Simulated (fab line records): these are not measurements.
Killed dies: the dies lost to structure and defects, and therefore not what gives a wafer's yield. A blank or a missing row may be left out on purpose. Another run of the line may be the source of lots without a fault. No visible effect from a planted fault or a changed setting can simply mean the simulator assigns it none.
What tool caused it? / flow n5Finfet / Sampling: 24 lots, 72 wafers, 5 of 1938 route steps

## WHAT EACH GAUGE READ, for each wafer
N5_BEOL_M2_CD_MEAS_35: target cd 18 nm, target cd y 22.2 nm. Usual: cdNm at 18.0 nm, with a standard deviation of 0.36.
lot=L074; measured=day 7 10:31; on=cdSem-03; cdNm (nm)=18.5 18.2 18.3; flag=
lot=L076; measured=day 7 11:27; on=cdSem-02; cdNm (nm)=18.6 18.4 18.2; flag=
lot=L075; measured=day 7 17:13; on=cdSem-03; cdNm (nm)=18.0 18.6 18.4; flag=
lot=L077; measured=day 7 17:15; on=cdSem-01; cdNm (nm)=18.1 17.4 18.4; flag=
lot=L079; measured=day 7 23:08; on=cdSem-03; cdNm (nm)=18.3 17.9 17.9; flag=
lot=L078; measured=day 7 23:10; on=cdSem-03; cdNm (nm)=18.3 18.0 18.1; flag=
lot=L080; measured=day 8 08:14; on=cdSem-03; cdNm (nm)=17.9 18.4 17.7; flag=
lot=L081; measured=day 8 17:32; on=cdSem-03; cdNm (nm)=18.1 18.0 17.8; flag=
lot=L082; measured=day 8 22:29; on=cdSem-01; cdNm (nm)=17.8 17.6 17.5; flag=
lot=L083; measured=day 8 22:58; on=cdSem-01; cdNm (nm)=18.0 18.3 17.8; flag=
lot=L084; measured=day 9 02:05; on=cdSem-03; cdNm (nm)=18.4 18.3 18.6; flag=
lot=L086; measured=day 10 04:10; on=cdSem-02; cdNm (nm)=17.8 18.1 17.6; flag=
lot=L088; measured=day 10 06:40; on=cdSem-01; cdNm (nm)=18.3 18.1 18.5; flag=
lot=L087; measured=day 10 09:49; on=cdSem-01; cdNm (nm)=18.1 18.3 18.2; flag=
lot=L085; measured=day 10 10:11; on=cdSem-02; cdNm (nm)=18.2 18.1 18.0; flag=
lot=L090; measured=day 10 12:44; on=cdSem-03; cdNm (nm)=17.8 18.3 17.8; flag=
lot=L089; measured=day 10 15:23; on=cdSem-01; cdNm (nm)=17.6 17.5 18.6; flag=
lot=L091; measured=day 11 01:37; on=cdSem-03; cdNm (nm)=18.1 18.3 18.4; flag=
lot=L092; measured=day 11 06:45; on=cdSem-02; cdNm (nm)=17.8 18.2 17.2; flag=
lot=L093; measured=day 11 15:34; on=cdSem-01; cdNm (nm)=17.9 17.9 17.4; flag=
lot=L095; measured=day 11 19:11; on=cdSem-02; cdNm (nm)=18.1 17.1 17.8; flag=
lot=L094; measured=day 11 21:47; on=cdSem-03; cdNm (nm)=17.9 17.7 18.2; flag=
lot=L096; measured=day 12 13:46; on=cdSem-02; cdNm (nm)=18.4 17.3 17.4; flag=
lot=L097; measured=day 13 08:16; on=cdSem-01; cdNm (nm)=18.0 17.5 18.1; flag=

N5_BEOL_M3_INSPECT_13: inspects for defects (brightfield). Usual: rawDefectCount at 436, with a standard deviation of 100.
lot=L074; measured=day 7 17:52; on=defectInspect-02; rawDefectCount=597 604 709; flag=
lot=L076; measured=day 7 19:01; on=defectInspect-01; rawDefectCount=486 376 315; flag=
lot=L075; measured=day 7 23:43; on=defectInspect-02; rawDefectCount=636 435 592; flag=
lot=L077; measured=day 8 00:29; on=defectInspect-02; rawDefectCount=346 571 471; flag=
lot=L079; measured=day 8 04:39; on=defectInspect-01; rawDefectCount=357 393 430; flag=
lot=L078; measured=day 8 05:37; on=defectInspect-01; rawDefectCount=426 520 356; flag=
lot=L080; measured=day 8 14:32; on=defectInspect-02; rawDefectCount=432 390 682; flag=
lot=L081; measured=day 9 02:37; on=defectInspect-01; rawDefectCount=357 466 393; flag=
lot=L082; measured=day 9 03:55; on=defectInspect-01; rawDefectCount=614 496 456; flag=
lot=L083; measured=day 9 05:14; on=defectInspect-02; rawDefectCount=413 350 411; flag=
lot=L084; measured=day 9 11:26; on=defectInspect-02; rawDefectCount=330 423 294; flag=
lot=L086; measured=day 10 10:10; on=defectInspect-02; rawDefectCount=373 360 421; flag=
lot=L088; measured=day 10 11:05; on=defectInspect-01; rawDefectCount=663 593 543; flag=
lot=L087; measured=day 10 16:10; on=defectInspect-02; rawDefectCount=443 580 481; flag=
lot=L085; measured=day 10 17:19; on=defectInspect-02; rawDefectCount=490 351 379; flag=
lot=L090; measured=day 10 19:43; on=defectInspect-01; rawDefectCount=330 498 424; flag=
lot=L089; measured=day 10 21:10; on=defectInspect-01; rawDefectCount=467 351 320; flag=
lot=L091; measured=day 11 07:31; on=defectInspect-01; rawDefectCount=275 305 293; flag=
lot=L092; measured=day 11 13:35; on=defectInspect-02; rawDefectCount=437 504 416; flag=
lot=L093; measured=day 11 20:10; on=defectInspect-02; rawDefectCount=356 408 293; flag=
lot=L095; measured=day 12 01:56; on=defectInspect-01; rawDefectCount=330 403 457; flag=
lot=L094; measured=day 12 05:35; on=defectInspect-01; rawDefectCount=305 372 313; flag=
lot=L096; measured=day 12 22:15; on=defectInspect-01; rawDefectCount=502 468 408; flag=
lot=L097; measured=day 13 16:31; on=defectInspect-01; rawDefectCount=370 374 398; flag=

## WHAT TOOL EACH LOT RAN ON (gives the tool, then ch and the chambers of the sampled wafers, and finally the start)
lot=L074; N5_BEOL_M2_SPUTTER_86=pvdSputter-02, day 7 12:09; N5_BEOL_M2_SPUTTER_90=pvdSputter-02, day 7 12:35; N5_BEOL_M2_ANNEAL_93=pvdSputter-02, day 7 12:53
lot=L076; N5_BEOL_M2_SPUTTER_86=pvdSputter-02, day 7 15:52; N5_BEOL_M2_SPUTTER_90=pvdSputter-02, day 7 16:19; N5_BEOL_M2_ANNEAL_93=pvdSputter-02, day 7 16:37
lot=L075; N5_BEOL_M2_SPUTTER_86=pvdSputter-03, day 7 19:15; N5_BEOL_M2_SPUTTER_90=pvdSputter-03, day 7 19:41; N5_BEOL_M2_ANNEAL_93=pvdSputter-03, day 7 19:59
lot=L077; N5_BEOL_M2_SPUTTER_86=pvdSputter-03, day 7 21:08; N5_BEOL_M2_SPUTTER_90=pvdSputter-03, day 7 21:34; N5_BEOL_M2_ANNEAL_93=pvdSputter-03, day 7 21:52
lot=L079; N5_BEOL_M2_SPUTTER_86=pvdSputter-02, day 8 01:10; N5_BEOL_M2_SPUTTER_90=pvdSputter-02, day 8 01:36; N5_BEOL_M2_ANNEAL_93=pvdSputter-02, day 8 01:54
lot=L078; N5_BEOL_M2_SPUTTER_86=pvdSputter-01, day 8 02:31; N5_BEOL_M2_SPUTTER_90=pvdSputter-01, day 8 02:57; N5_BEOL_M2_ANNEAL_93=pvdSputter-01, day 8 03:15
lot=L080; N5_BEOL_M2_SPUTTER_86=pvdSputter-03, day 8 10:05; N5_BEOL_M2_SPUTTER_90=pvdSputter-03, day 8 10:32; N5_BEOL_M2_ANNEAL_93=pvdSputter-03, day 8 10:50
lot=L081; N5_BEOL_M2_SPUTTER_86=pvdSputter-01, day 8 21:11; N5_BEOL_M2_SPUTTER_90=pvdSputter-01, day 8 21:38; N5_BEOL_M2_ANNEAL_93=pvdSputter-01, day 8 21:56
lot=L082; N5_BEOL_M2_SPUTTER_86=pvdSputter-02, day 9 00:16; N5_BEOL_M2_SPUTTER_90=pvdSputter-02, day 9 00:43; N5_BEOL_M2_ANNEAL_93=pvdSputter-02, day 9 01:01
lot=L083; N5_BEOL_M2_SPUTTER_86=pvdSputter-02, day 9 02:07; N5_BEOL_M2_SPUTTER_90=pvdSputter-02, day 9 02:33; N5_BEOL_M2_ANNEAL_93=pvdSputter-02, day 9 02:51
lot=L084; N5_BEOL_M2_SPUTTER_86=pvdSputter-03, day 9 04:16; N5_BEOL_M2_SPUTTER_90=pvdSputter-03, day 9 04:43; N5_BEOL_M2_ANNEAL_93=pvdSputter-03, day 9 05:01
lot=L086; N5_BEOL_M2_SPUTTER_86=pvdSputter-03, day 10 05:32; N5_BEOL_M2_SPUTTER_90=pvdSputter-03, day 10 05:58; N5_BEOL_M2_ANNEAL_93=pvdSputter-03, day 10 06:16
lot=L088; N5_BEOL_M2_SPUTTER_86=pvdSputter-01, day 10 08:12; N5_BEOL_M2_SPUTTER_90=pvdSputter-01, day 10 08:38; N5_BEOL_M2_ANNEAL_93=pvdSputter-01, day 10 08:56
lot=L087; N5_BEOL_M2_SPUTTER_86=pvdSputter-01, day 10 11:22; N5_BEOL_M2_SPUTTER_90=pvdSputter-01, day 10 11:48; N5_BEOL_M2_ANNEAL_93=pvdSputter-01, day 10 12:06
lot=L085; N5_BEOL_M2_SPUTTER_86=pvdSputter-01, day 10 13:37; N5_BEOL_M2_SPUTTER_90=pvdSputter-01, day 10 14:04; N5_BEOL_M2_ANNEAL_93=pvdSputter-01, day 10 14:22
lot=L090; N5_BEOL_M2_SPUTTER_86=pvdSputter-03, day 10 14:08; N5_BEOL_M2_SPUTTER_90=pvdSputter-03, day 10 14:35; N5_BEOL_M2_ANNEAL_93=pvdSputter-03, day 10 14:53
lot=L089; N5_BEOL_M2_SPUTTER_86=pvdSputter-03, day 10 17:42; N5_BEOL_M2_SPUTTER_90=pvdSputter-03, day 10 18:08; N5_BEOL_M2_ANNEAL_93=pvdSputter-03, day 10 18:26
lot=L091; N5_BEOL_M2_SPUTTER_86=pvdSputter-01, day 11 03:22; N5_BEOL_M2_SPUTTER_90=pvdSputter-01, day 11 03:49; N5_BEOL_M2_ANNEAL_93=pvdSputter-01, day 11 04:07
lot=L092; N5_BEOL_M2_SPUTTER_86=pvdSputter-01, day 11 08:59; N5_BEOL_M2_SPUTTER_90=pvdSputter-01, day 11 09:26; N5_BEOL_M2_ANNEAL_93=pvdSputter-01, day 11 09:44
lot=L093; N5_BEOL_M2_SPUTTER_86=pvdSputter-02, day 11 17:14; N5_BEOL_M2_SPUTTER_90=pvdSputter-02, day 11 17:40; N5_BEOL_M2_ANNEAL_93=pvdSputter-02, day 11 17:58
lot=L095; N5_BEOL_M2_SPUTTER_86=pvdSputter-01, day 11 22:19; N5_BEOL_M2_SPUTTER_90=pvdSputter-01, day 11 22:45; N5_BEOL_M2_ANNEAL_93=pvdSputter-01, day 11 23:03
lot=L094; N5_BEOL_M2_SPUTTER_86=pvdSputter-02, day 11 23:30; N5_BEOL_M2_SPUTTER_90=pvdSputter-02, day 11 23:56; N5_BEOL_M2_ANNEAL_93=pvdSputter-02, day 12 00:14
lot=L096; N5_BEOL_M2_SPUTTER_86=pvdSputter-03, day 12 15:48; N5_BEOL_M2_SPUTTER_90=pvdSputter-03, day 12 16:14; N5_BEOL_M2_ANNEAL_93=pvdSputter-03, day 12 16:32
lot=L097; N5_BEOL_M2_SPUTTER_86=pvdSputter-02, day 13 09:49; N5_BEOL_M2_SPUTTER_90=pvdSputter-02, day 13 10:15; N5_BEOL_M2_ANNEAL_93=pvdSputter-02, day 13 10:33
- N5_BEOL_M2_SPUTTER_86: material Cu, target thk 4.5 nm, time 8.29 s.
- N5_BEOL_M2_SPUTTER_90: material Cu, target thk 4.5 nm, time 8.29 s.
- N5_BEOL_M2_ANNEAL_93: time 240 s.

## WHAT THE TOOLS THEMSELVES READ (means of the sampled wafers that have a number; where no wafer has one, the mark that the record gives instead)
N5_BEOL_M2_SPUTTER_86. Usual: throttleValvePct at 29.8 %, with a standard deviation of 0.83.
lot=L074; tool=pvdSputter-02; throttleValvePct (%)=29.9; flag=
lot=L076; tool=pvdSputter-02; throttleValvePct (%)=29.2; flag=
lot=L075; tool=pvdSputter-03; throttleValvePct (%)=30.4; flag=
lot=L077; tool=pvdSputter-03; throttleValvePct (%)=30.7; flag=
lot=L079; tool=pvdSputter-02; throttleValvePct (%)=29.4; flag=
lot=L078; tool=pvdSputter-01; throttleValvePct (%)=29.3; flag=
lot=L080; tool=pvdSputter-03; throttleValvePct (%)=30.9; flag=
lot=L081; tool=pvdSputter-01; throttleValvePct (%)=29.5; flag=
lot=L082; tool=pvdSputter-02; throttleValvePct (%)=29.4; flag=
lot=L083; tool=pvdSputter-02; throttleValvePct (%)=29.8; flag=
lot=L084; tool=pvdSputter-03; throttleValvePct (%)=30.3; flag=
lot=L086; tool=pvdSputter-03; throttleValvePct (%)=30.3; flag=
lot=L088; tool=pvdSputter-01; throttleValvePct (%)=29.7; flag=
lot=L087; tool=pvdSputter-01; throttleValvePct (%)=29.5; flag=
lot=L085; tool=pvdSputter-01; throttleValvePct (%)=29.7; flag=
lot=L090; tool=pvdSputter-03; throttleValvePct (%)=30.6; flag=
lot=L089; tool=pvdSputter-03; throttleValvePct (%)=30.5; flag=
lot=L091; tool=pvdSputter-01; throttleValvePct (%)=28.6; flag=
lot=L092; tool=pvdSputter-01; throttleValvePct (%)=29.7; flag=
lot=L093; tool=pvdSputter-02; throttleValvePct (%)=29.9; flag=
lot=L095; tool=pvdSputter-01; throttleValvePct (%)=29.3; flag=
lot=L094; tool=pvdSputter-02; throttleValvePct (%)=30.0; flag=
lot=L096; tool=pvdSputter-03; throttleValvePct (%)=30.7; flag=
lot=L097; tool=pvdSputter-02; throttleValvePct (%)=29.4; flag=

N5_BEOL_M2_SPUTTER_90. Usual: throttleValvePct at 29.9 %, with a standard deviation of 0.85.
lot=L074; tool=pvdSputter-02; throttleValvePct (%)=29.7; flag=
lot=L076; tool=pvdSputter-02; throttleValvePct (%)=29.4; flag=
lot=L075; tool=pvdSputter-03; throttleValvePct (%)=30.5; flag=
lot=L077; tool=pvdSputter-03; throttleValvePct (%)=30.6; flag=
lot=L079; tool=pvdSputter-02; throttleValvePct (%)=29.4; flag=
lot=L078; tool=pvdSputter-01; throttleValvePct (%)=29.3; flag=
lot=L080; tool=pvdSputter-03; throttleValvePct (%)=30.8; flag=
lot=L081; tool=pvdSputter-01; throttleValvePct (%)=29.4; flag=
lot=L082; tool=pvdSputter-02; throttleValvePct (%)=29.3; flag=
lot=L083; tool=pvdSputter-02; throttleValvePct (%)=29.8; flag=
lot=L084; tool=pvdSputter-03; throttleValvePct (%)=30.4; flag=
lot=L086; tool=pvdSputter-03; throttleValvePct (%)=30.3; flag=
lot=L088; tool=pvdSputter-01; throttleValvePct (%)=29.7; flag=
lot=L087; tool=pvdSputter-01; throttleValvePct (%)=29.7; flag=
lot=L085; tool=pvdSputter-01; throttleValvePct (%)=29.9; flag=
lot=L090; tool=pvdSputter-03; throttleValvePct (%)=30.7; flag=
lot=L089; tool=pvdSputter-03; throttleValvePct (%)=30.4; flag=
lot=L091; tool=pvdSputter-01; throttleValvePct (%)=28.5; flag=
lot=L092; tool=pvdSputter-01; throttleValvePct (%)=29.9; flag=
lot=L093; tool=pvdSputter-02; throttleValvePct (%)=29.8; flag=
lot=L095; tool=pvdSputter-01; throttleValvePct (%)=29.2; flag=
lot=L094; tool=pvdSputter-02; throttleValvePct (%)=30.1; flag=
lot=L096; tool=pvdSputter-03; throttleValvePct (%)=30.7; flag=
lot=L097; tool=pvdSputter-02; throttleValvePct (%)=29.5; flag=

N5_BEOL_M2_ANNEAL_93. Usual: heaterPowerW at 831 W, with a standard deviation of 59.
lot=L074; tool=pvdSputter-02; heaterPowerW (W)=876; flag=
lot=L076; tool=pvdSputter-02; heaterPowerW (W)=837; flag=
lot=L075; tool=pvdSputter-03; heaterPowerW (W)=863; flag=
lot=L077; tool=pvdSputter-03; heaterPowerW (W)=762; flag=
lot=L079; tool=pvdSputter-02; heaterPowerW (W)=830; flag=
lot=L078; tool=pvdSputter-01; heaterPowerW (W)=836; flag=
lot=L080; tool=pvdSputter-03; heaterPowerW (W)=880; flag=
lot=L081; tool=pvdSputter-01; heaterPowerW (W)=805; flag=
lot=L082; tool=pvdSputter-02; heaterPowerW (W)=842; flag=
lot=L083; tool=pvdSputter-02; heaterPowerW (W)=876; flag=
lot=L084; tool=pvdSputter-03; heaterPowerW (W)=781; flag=
lot=L086; tool=pvdSputter-03; heaterPowerW (W)=856; flag=
lot=L088; tool=pvdSputter-01; heaterPowerW (W)=785; flag=
lot=L087; tool=pvdSputter-01; heaterPowerW (W)=801; flag=
lot=L085; tool=pvdSputter-01; heaterPowerW (W)=804; flag=
lot=L090; tool=pvdSputter-03; heaterPowerW (W)=828; flag=
lot=L089; tool=pvdSputter-03; heaterPowerW (W)=840; flag=
lot=L091; tool=pvdSputter-01; heaterPowerW (W)=839; flag=
lot=L092; tool=pvdSputter-01; heaterPowerW (W)=792; flag=
lot=L093; tool=pvdSputter-02; heaterPowerW (W)=868; flag=
lot=L095; tool=pvdSputter-01; heaterPowerW (W)=816; flag=
lot=L094; tool=pvdSputter-02; heaterPowerW (W)=861; flag=
lot=L096; tool=pvdSputter-03; heaterPowerW (W)=816; flag=
lot=L097; tool=pvdSputter-02; heaterPowerW (W)=839; flag=

## THE ANSWER, worked out from the rows above alone
Rule: a lot counts as off when the mean over its wafers that have a number is more than 3 standard deviations away from the usual mean. A lot without any number at a reading at which 4 lots or more have one is off too. Where the step has rows for the other lots, those lots are counted as sound. After the gauges, taken in route order, come the tools' own readings; for these a lot's mean is taken, as printed above. The first step at which some lot is off is used, and at that step the reading that is off furthest; a lot without a number counts as furthest.
Across all readings shown, no lot is off: no conclusion can be drawn from this.

## WHAT THE SIMULATOR HAD INSERTED
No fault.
